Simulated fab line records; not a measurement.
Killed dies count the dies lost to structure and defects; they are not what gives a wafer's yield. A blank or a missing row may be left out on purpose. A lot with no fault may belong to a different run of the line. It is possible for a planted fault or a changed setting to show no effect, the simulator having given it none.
Matching of chambers	flow n5_finfet	N5_ZERO_LAYER_ETCH_17 on rie_diel-04 has 4 sister chambers
The step etches SiO2 in CF4, target depth 12 nm, time 13.3 s. 22 wafers are shown with their chamber, then 11 later ones without.

## WAFERS, EACH WITH ITS CHAMBER
wafer	chamber	showerhead_plenum_p_Torr (Torr)	drypump_motor_current_A (A)	throttle_valve_pct (%)
L074.3	3	2.05	5.5	15.91
L074.4	1	2.24	5.9	15.53
L074.5	1	2.24	5.9	15.53
L075.3	2	2.13	5.8	15.64
L075.4	0	2.14	5.7	15.90
L075.6	3	2.05	5.5	15.90
L077.1	0	2.14	5.7	15.91
L077.3	3	2.04	5.5	15.93
L077.6	2	2.13	5.8	15.64
L081.1	1	2.24	5.9	15.55
L081.3	3	2.04	5.5	15.93
L081.6	0	2.14	5.7	15.92
L082.1	2	2.13	5.8	15.69
L082.4	1	2.24	5.9	15.56
L082.5	3	2.04	5.5	15.93
L084.2	2	2.13	5.7	15.65
L084.5	0	2.14	5.7	15.93
L084.6	1	2.24	5.9	15.55
L087.3	2	2.12	5.8	15.69
L087.4	0	2.13	5.7	15.92
L087.5	1	2.24	5.9	15.57
L089.1	0	2.13	5.7	15.94

SIGNATURES (means of the wafers above)
reading	chamber 0	chamber 1	chamber 2	chamber 3	scatter within a chamber
showerhead_plenum_p_Torr	2.1367	2.2400	2.1280	2.0440	0.0043
drypump_motor_current_A	5.700	5.900	5.780	5.500	0.0211
throttle_valve_pct	15.9200	15.5483	15.6620	15.9200	0.0179
Rule: a wafer lies at a distance from a chamber equal to the root of the sum of squares, over the readings, of (its reading less the chamber's mean, divided by the reading's scatter). If the next closest chamber is less than 2 further off than the closest, the wafer can't be placed; otherwise it belongs to the closest. The scatter: take each reading less its chamber's mean, square it, sum over the shown wafers, divide by the number of wafers less the number of chambers, and take the root.

## WAFERS WITH NO CHAMBER GIVEN
wafer	showerhead_plenum_p_Torr (Torr)	drypump_motor_current_A (A)	throttle_valve_pct (%)
L089.3	2.12	5.8	15.68
L089.5	2.12	5.8	15.69
L093.2	2.12	5.8	15.68
L093.3	2.13	5.7	15.95
L093.6	2.12	5.8	15.70
L094.1	2.13	5.7	15.95
L094.2	2.12	5.8	15.71
L094.4	2.12	5.8	15.70
L097.2	2.13	5.7	15.95
L097.3	2.03	5.5	15.99
L097.6	2.12	5.7	15.71

## CHAMBER TAKEN BY EACH
wafer	from the rows above	in truth
L089.3	2	2
L089.5	2	2
L093.2	2	2
L093.3	0	0
L093.6	2	2
L094.1	0	0
L094.2	2	2
L094.4	2	2
L097.2	0	0
L097.3	3	3
L097.6	2	2
11 of 11 placed correctly. Can't be placed from these rows: 0. Placed wrongly: 0.
